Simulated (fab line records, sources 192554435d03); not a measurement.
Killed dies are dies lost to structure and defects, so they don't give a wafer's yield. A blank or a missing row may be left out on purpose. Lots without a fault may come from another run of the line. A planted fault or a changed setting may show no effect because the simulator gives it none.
A struck lot beside a sound one | flow n5_finfet | 15 steps out of a route of 1938
Sound: wafers L642.2, L642.4, L642.5. Struck: wafers L646.2, L646.4. (L646.6 of the same lot was not struck and is left out.) The cause comes at the end.
At each step with rows: each side's tool, then ch and its chambers, then its first start. Under that, the readings that differ: sound wafers | struck wafers | difference of the means | sigmas: that difference in standard deviations of wafers without a fault.
alike: readings whose means differ by less than 2 such deviations, and words and numbers that are the same on both sides. not compared: withheld readings, readings that some wafer has no value for, bounds like >300 that may hide the same value, and numbers for which the record gives no deviation and whose values overlap.
The two part at a step that has a row with sigmas, a row that says differs or no value, or rows on one side only. Numbers that don't overlap but have no deviation are shown without sigmas and don't part them. A reading that every wafer of one side lacks parts them only if that side has two wafers or more.

first, 1 step without rows for these wafers: N5_BEOL_M2_SPUTTER_92 (material Cu, target thk 4.5 nm, time 8.29 s).
N5_BEOL_M2_ANNEAL_93: time 240 s.
  sound on pvd_sputter-02, day 7 03:45; struck on pvd_sputter-02, day 7 22:05
  alike: heater_power_w, susceptor_temp_C_max
N5_BEOL_M2_SPUTTER_94: material Cu, target thk 4.5 nm, time 8.29 s.
  sound on pvd_sputter-02, day 7 03:53; struck on pvd_sputter-02, day 7 22:14
  alike: substrate_temp_c, throttle_valve_pct
N5_BEOL_M2_ANNEAL_95: time 240 s.
  sound on pvd_sputter-02, day 7 03:58; struck on pvd_sputter-02, day 7 22:19
  alike: heater_power_w, susceptor_temp_C_max
then, 3 steps without rows for these wafers: N5_BEOL_M2_SPUTTER_96 (material Cu, target thk 4.5 nm, time 8.29 s); N5_BEOL_M2_ECD_50 (material Cu, target thk 300 nm); N5_BEOL_M2_ANNEAL_51 (time 90 s).
N5_BEOL_M2_CMP_52: polishes, stops on SiOC, t overpolish 6.8 s, target thk 40 nm.
  sound on cmp-02 ch 0,2,3, day 7 04:39; struck on cmp-04 ch 2,3, day 7 22:56
  reading                              | sound                | struck        | difference | sigmas
  clearing_platen_down_force_psi (psi) | 1.5037 1.4971 1.5015 | 1.4957 1.4935 | -0.0062    | -2
  alike: barrier_field_endpoint_s, clearing_platen_rpm, edge_zone_pressure_frac, motor_current_A, overpolish_run_s, time_to_endpoint_s
N5_BEOL_M2_THK_MEAS_53: measures by xrf.
  sound on film_metro-01, day 7 04:55; struck on film_metro-02, day 7 23:14
  alike: M2_THK
then, 1 step without rows for these wafers: N5_BEOL_M2_PRE_CLEAN_60 (time 15 s).
N5_BEOL_M2_CO_CAP_55: material Co, precursor CCTBA/H2, target thk 2 nm, time 102.1 s.
  sound on cvd_co-02 ch 0,1,2, day 7 04:59; struck on cvd_co-02 ch 0,1, day 7 23:19
  alike: heater_power_w
then, 1 step without rows for these wafers: N5_BEOL_M2_PRE_CLEAN_56 (time 15 s).
N5_BEOL_M2_DEP_57: deposits SiCN from 3MS/NH3, target thk 8 nm, time 14 s.
  sound on pecvd-01 ch 1,2, day 7 05:06; struck on pecvd-03 ch 0,2, day 7 23:26
  reading                                  | sound   | struck  | difference | sigmas
  model.SiCN_of_BEOL_M2_DEP_57.thk_nm (nm) | 8 8.2 8 | 7.4 7.6 | -0.6       |
  alike: showerhead_plenum_p_Torr, throttle_valve_pct
N5_BEOL_M2_RS_MEAS_58: measures by four-point-probe.
  sound on film_metro-01, day 7 05:10; struck on film_metro-01, day 7 23:30
  alike: M2_RS
N5_BEOL_M4_RC_MEAS_101:
  sound on prober-02 ch 0, day 8 03:10; struck on prober-01 ch 0, day 8 16:11
  reading        | sound                | struck        | difference | sigmas
  IOFF_N (nA/um) | 0.214 0.176 0.214    | 0.157 0.142   | -0.052     | -2
  IOFF_P (nA/um) | 0.264 0.220 0.266    | 0.197 0.176   | -0.064     | -2
  SS_N (mV/dec)  | 72.4 72.9 72.6       | 71.5 71.1     | -1.3       | -3
  VT_N (mV)      | 246.8 245.5 246.7    | 251.2 251.7   | +5.1       | +2
  VT_P (mV)      | -245.8 -247.4 -247.1 | -253.0 -253.5 | -6.5       | -2
  alike: DIBL_N, DIBL_P, ION_N, ION_P, SS_P

WHERE THEY PART
First at N5_BEOL_M2_CMP_52; last, within this record, at N5_BEOL_M4_RC_MEAS_101.

WHY: what the simulator had put in
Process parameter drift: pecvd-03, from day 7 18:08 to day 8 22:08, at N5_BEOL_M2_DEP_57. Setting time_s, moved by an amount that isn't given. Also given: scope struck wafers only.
